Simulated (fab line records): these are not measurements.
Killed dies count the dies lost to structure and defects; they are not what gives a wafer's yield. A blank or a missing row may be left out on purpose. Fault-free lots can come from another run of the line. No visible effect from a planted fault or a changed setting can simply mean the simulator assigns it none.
8D (eight disciplines) problem report, filled in by code    flow nandHarc    the parts of the form that need people (team, actions taken, sign-off) are left out

## 1. THE PROBLEM
Mean of cdNm at NHARC_THIN_TSV_CD_MEAS_37: 4976.6 nm across 2 wafers in 2 lots; on wafers with no fault it is 4999.9 nm (standard deviation 2.3). Measured from the usual mean, that is -10 standard deviations.
Earliest sighting: wafer L332.6 on cdSem-03 at day 31 12:10. The record has a number at this step for 30 wafers belonging to 10 lots. Rule for "out", or "out of limits": more than 4 standard deviations from the usual mean. The rest of the wafers with a number are treated as sound.

## 2. WHAT IT IS; WHAT IT IS NOT
question                     is                  is not
which readings at this step  cdNm                -
which lots                   L332, L335          L315, L318, L321, L322, L324, L325, L326, L329
which wafers of those lots   L332.6, L335.6      L332.3, L332.4, L335.2, L335.4
read on which gauges         cdSem-02, cdSem-03  cdSem-01
when                         from day 31 12:10   up to then (26 sound wafers); but 2 sound wafers of L335 came after

## 3. WHAT RULES OUT EACH SUSPECT
Counting: a tool at a process step up to the reading stays a suspect if it ran every lot that is out. Sound lots after the first of them don't rule it out here, since some wafers of a struck lot are sound.
- the gauge at NHARC_THIN_TSV_CD_MEAS_37 has been ruled out. Those wafers that are out were read across 2 gauges (cdSem-02, cdSem-03).
- rieDiel-07 at NHARC_A_BONDPAD_STRIP_15 (strips in O2): kept. It ran every lot that is out, first L332 (day 30 14:34); its last sound lot up to then is L325 (day 27 10:11).
- rieMetal-03 at NHARC_THIN_TSV_ETCH_59 (etches the open film in Cl2/BCl3, target depth 880 nm, time 138.1 s): kept. It ran every lot that is out, first L332 (day 31 11:05); its last sound lot up to then is L326 (day 28 09:12). Its own oesProductAu readings are out on those wafers.
What counting leaves: rieDiel-07 at NHARC_A_BONDPAD_STRIP_15 and rieMetal-03 at NHARC_THIN_TSV_ETCH_59.

## 4. THE CAUSE (what the simulator had put in)
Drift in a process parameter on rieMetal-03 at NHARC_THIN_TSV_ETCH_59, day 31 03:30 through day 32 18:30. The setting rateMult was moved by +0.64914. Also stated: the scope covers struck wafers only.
2 suspects survive the count, and this tool is in that group.

## 5. SEQUENCE OF EFFECTS, ordered by route
One row per reading whose mean, taken over the struck wafers that have a number, lies over 3 standard deviations from the usual. Readings are gone through only where the record gives a usual standard deviation; hours: the median, over the lots, of the time from a lot's start at the first step in this table giving one to that lot's start at this step; sigmas: the change measured in usual standard deviations.
hours  step                       reading       usual       on struck wafers  change  sigmas
0      NHARC_THIN_TSV_ETCH_59     oesProductAu  1.001 a.u.  1.413             +0.412  +57
1      NHARC_THIN_TSV_CD_MEAS_37  cdNm          4999.9 nm   4976.6            -23.2   -10
Its process steps:
- NHARC_THIN_TSV_ETCH_59: etches the open film in Cl2/BCl3, target depth 880 nm, time 138.1 s.

## 6. WHAT WOULD HAVE CAUGHT IT SOONER
In this record the first reading out of limits at a measuring or inspecting step was taken at day 31 12:10, 9 hours after the fault began at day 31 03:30.
Tool's own readings at NHARC_THIN_TSV_ETCH_59, oesProductAu: out on all struck wafers the step has rows for; an alarm limit on them would have tripped on the first.
Among the 2 lots that are out, L335 began NHARC_THIN_TSV_ETCH_59 on rieMetal-03 after day 31 12:10. A hold on the tool at that time would have spared it.
